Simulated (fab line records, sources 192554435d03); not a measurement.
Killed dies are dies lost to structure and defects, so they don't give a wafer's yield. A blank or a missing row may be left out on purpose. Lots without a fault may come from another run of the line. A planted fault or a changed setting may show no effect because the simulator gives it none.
Which tool did it? | flow n5_finfet | 22 lots, 66 wafers sampled, at 3 steps of a route of 1938

WHAT THE GAUGES READ, wafer by wafer
N5_BEOL_M8_CD_MEAS_11: target cd 38.5 nm.
lot  | measured     | on        | cd_nm (nm)
L076 | day 9 04:59  | cd_sem-03 | 39.3 38.0 38.3
L074 | day 9 05:14  | cd_sem-03 | 39.3 38.5 39.3
L075 | day 9 14:11  | cd_sem-02 | 38.5 38.3 38.3
L077 | day 9 15:33  | cd_sem-03 | 39.3 38.6 39.6
L078 | day 9 14:50  | cd_sem-01 | 38.5 38.8 38.5
L079 | day 10 04:37 | cd_sem-02 | 38.3 39.1 38.4
L080 | day 10 19:01 | cd_sem-01 | 38.9 38.3 38.5
L082 | day 11 02:33 | cd_sem-01 | 38.8 38.7 38.6
L083 | day 11 12:34 | cd_sem-01 | 38.4 38.2 38.8
L084 | day 11 21:58 | cd_sem-02 | 38.8 39.0 39.0
L085 | day 12 06:59 | cd_sem-02 | 38.0 38.5 38.1
L086 | day 12 10:14 | cd_sem-01 | 38.3 38.5 38.9
L087 | day 12 16:04 | cd_sem-02 | 38.5 38.8 38.4
L088 | day 12 16:17 | cd_sem-02 | 37.9 38.9 38.6
L089 | day 13 01:19 | cd_sem-01 | 38.6 38.2 39.8
L091 | day 13 15:30 | cd_sem-01 | 38.8 38.2 38.4
L090 | day 13 15:50 | cd_sem-03 | 38.2 38.2 37.8
L092 | day 13 19:26 | cd_sem-02 | 38.5 38.9 38.6
L096 | day 14 16:50 | cd_sem-02 | 39.4 38.2 38.2
L095 | day 14 20:13 | cd_sem-01 | 38.3 38.5 38.5
L094 | day 14 20:23 | cd_sem-01 | 38.1 38.4 39.0
L097 | day 15 17:23 | cd_sem-03 | 38.2 38.0 38.4

WHICH TOOL RAN EACH LOT (tool, then ch and the chambers of the sampled wafers, then the start)
lot  | N5_BEOL_M7_TRENCH_ETCH_37                     | N5_BEOL_M7_ALD_77
L076 | rie_diel-04 ch 2,3, day 9 01:44 or earlier    | ald_metal-04 ch 0,2,3, day 9 01:44
L074 | rie_diel-04 ch 1,2,3, day 9 02:05 or earlier  | ald_metal-01 ch 0,3, day 9 02:05
L075 | rie_diel-02 ch 1,3, day 9 08:20 or earlier    | ald_metal-02 ch 0,1,2, day 9 08:20
L077 | rie_diel-02 ch 2,3, day 9 10:28 or earlier    | ald_metal-04 ch 1,2,3, day 9 10:28
L078 | rie_diel-02 ch 1,2, day 9 11:06 or earlier    | ald_metal-04 ch 0,1, day 9 11:06
L079 | rie_diel-05 ch 0,1,3, day 9 23:15 or earlier  | ald_metal-01 ch 0,2,3, day 9 23:15
L080 | rie_diel-05 ch 1,2,3, day 10 13:34 or earlier | ald_metal-04 ch 1,2,3, day 10 13:34
L082 | rie_diel-04 ch 0,2, day 10 22:13 or earlier   | ald_metal-01 ch 0,1,3, day 10 22:13
L083 | rie_diel-05 ch 1,2, day 11 08:02 or earlier   | ald_metal-04 ch 0,1, day 11 08:02
L084 | rie_diel-04 ch 0,3, day 11 18:25 or earlier   | ald_metal-04 ch 0,1,2, day 11 18:25
L085 | rie_diel-05 ch 2,3, day 12 02:17 or earlier   | ald_metal-04 ch 0,1,3, day 12 02:17
L086 | rie_diel-02 ch 0,2, day 12 05:24 or earlier   | ald_metal-01 ch 0,3, day 12 05:24
L087 | rie_diel-02 ch 2,3, day 12 11:14 or earlier   | ald_metal-04 ch 0,2, day 12 11:14
L088 | rie_diel-04 ch 0,1, day 12 11:26 or earlier   | ald_metal-01 ch 0,2,3, day 12 11:26
L089 | rie_diel-05 ch 1,2,3, day 12 21:35 or earlier | ald_metal-02 ch 0,1,3, day 12 21:35
L091 | rie_diel-04 ch 0,1,3, day 13 11:21 or earlier | ald_metal-01 ch 0,1,2, day 13 11:21
L090 | rie_diel-02 ch 0,1,2, day 13 12:01 or earlier | ald_metal-04 ch 0,1,3, day 13 12:01
L092 | rie_diel-04 ch 1,2,3, day 13 14:57 or earlier | ald_metal-01 ch 0,1,3, day 13 14:57
L096 | rie_diel-04 ch 0,1,3, day 14 13:27 or earlier | ald_metal-01 ch 0,1,2, day 14 13:27
L095 | rie_diel-05 ch 2,3, day 14 15:23 or earlier   | ald_metal-04 ch 0,2,3, day 14 15:23
L094 | rie_diel-04 ch 1,2,3, day 14 15:52 or earlier | ald_metal-01 ch 0,1, day 14 15:52
L097 | rie_diel-05 ch 1,2, day 15 12:28 or earlier   | ald_metal-01 ch 2,3, day 15 12:28
- N5_BEOL_M7_TRENCH_ETCH_37: etches SiCOH lowk in C4F6/O2, target depth 93.478 nm, time 31.2 s.
- N5_BEOL_M7_ALD_77: deposits TaN, target thk 2 nm, pulse time 2 s, purge time 3 s.

WHAT THE TOOLS THEMSELVES READ (means of the sampled wafers that have a number; where no wafer has one, the mark that the record gives instead)
N5_BEOL_M7_TRENCH_ETCH_37.
lot  | tool        | drypump_motor_current_A (A) | mfc_ar_sccm (sccm) | oes_product_au (a.u.) | rf_vpp_V (V) | showerhead_plenum_p_Torr (Torr) | throttle_valve_pct (%)
L076 | rie_diel-04 | 5.6                         | 300.0              | 0.77                  | 661          | 2.97                            | 20.84
L074 | rie_diel-04 | 5.5                         | 299.3              | 0.76                  | 660          | 2.97                            | 20.80
L075 | rie_diel-02 | 6.4                         | 300.4              | 0.81                  | 664          | 2.84                            | 21.02
L077 | rie_diel-02 | 6.6                         | 300.1              | 0.79                  | 657          | 2.87                            | 21.16
L078 | rie_diel-02 | 6.4                         | 299.2              | 0.88                  | 663          | 2.84                            | 21.03
L079 | rie_diel-05 | 5.8                         | 299.9              | 0.75                  | 657          | 2.80                            | 20.79
L080 | rie_diel-05 | 6.1                         | 300.1              | 0.80                  | 654          | 2.75                            | 20.83
L082 | rie_diel-04 | 5.6                         | 300.1              | 0.77                  | 668          | 2.92                            | 21.05
L083 | rie_diel-05 | 6.2                         | 300.0              | 0.83                  | 647          | 2.77                            | 20.89
L084 | rie_diel-04 | 5.5                         | 300.2              | 0.89                  | 653          | 2.98                            | 20.70
L085 | rie_diel-05 | 6.4                         | 299.1              | 0.81                  | 661          | 2.75                            | 20.81
L086 | rie_diel-02 | 6.1                         | 299.7              | 0.85                  | 657          | 2.91                            | 21.01
L087 | rie_diel-02 | 6.7                         | 300.4              | 0.77                  | 657          | 2.86                            | 21.20
L088 | rie_diel-04 | 5.3                         | 300.5              | 0.92                  | 668          | 2.91                            | 20.73
L089 | rie_diel-05 | 6.1                         | 300.4              | 0.78                  | 654          | 2.75                            | 20.85
L091 | rie_diel-04 | 5.4                         | 299.5              | 0.90                  | 660          | 2.94                            | 20.73
L090 | rie_diel-02 | 6.0                         | 300.7              | 0.85                  | 663          | 2.89                            | 20.92
L092 | rie_diel-04 | 5.5                         | 299.9              | 0.93                  | 659          | 2.95                            | 20.57
L096 | rie_diel-04 | 5.4                         | 299.7              | 0.87                  | 659          | 2.94                            | 20.74
L095 | rie_diel-05 | 6.4                         | 300.0              | 0.78                  | 660          | 2.74                            | 20.85
L094 | rie_diel-04 | 5.5                         | 299.4              | 0.91                  | 659          | 2.95                            | 20.59
L097 | rie_diel-05 | 5.9                         | 299.8              | 0.76                  | 646          | 2.75                            | 20.90

N5_BEOL_M7_ALD_77.
lot  | tool         | heater_power_w (W)
L076 | ald_metal-04 | 387
L074 | ald_metal-01 | 424
L075 | ald_metal-02 | 410
L077 | ald_metal-04 | 398
L078 | ald_metal-04 | 391
L079 | ald_metal-01 | 412
L080 | ald_metal-04 | 397
L082 | ald_metal-01 | 413
L083 | ald_metal-04 | 391
L084 | ald_metal-04 | 392
L085 | ald_metal-04 | 404
L086 | ald_metal-01 | 393
L087 | ald_metal-04 | 370
L088 | ald_metal-01 | 407
L089 | ald_metal-02 | 396
L091 | ald_metal-01 | 394
L090 | ald_metal-04 | 398
L092 | ald_metal-01 | 412
L096 | ald_metal-01 | 396
L095 | ald_metal-04 | 392
L094 | ald_metal-01 | 413
L097 | ald_metal-01 | 433

THE ANSWER, worked out from the rows above alone
Rule: what is usual is taken from the lots themselves. Put in order of their means at a reading, lots are off if they are a third of the lots or fewer, leave a main group of 4 or more, and stand apart from it by a gap of 3 or more times the standard deviation of the main group's means; of several such gaps the widest counts. A main group whose means are all the same, to the digits that the tables above print for the reading, isn't used. A lot without any number at a reading at which 4 lots or more have one is off too. The other lots that the step has rows for count as sound. The gauges are gone through in route order, then the tools' own readings, and for those a lot's mean is taken as printed above. The first step at which some lot is off is used, and at that step the reading that is off furthest; a lot without a number counts as furthest.
No lot is off at any reading shown: from this, nothing can be told.

WHAT THE SIMULATOR HAD PUT IN
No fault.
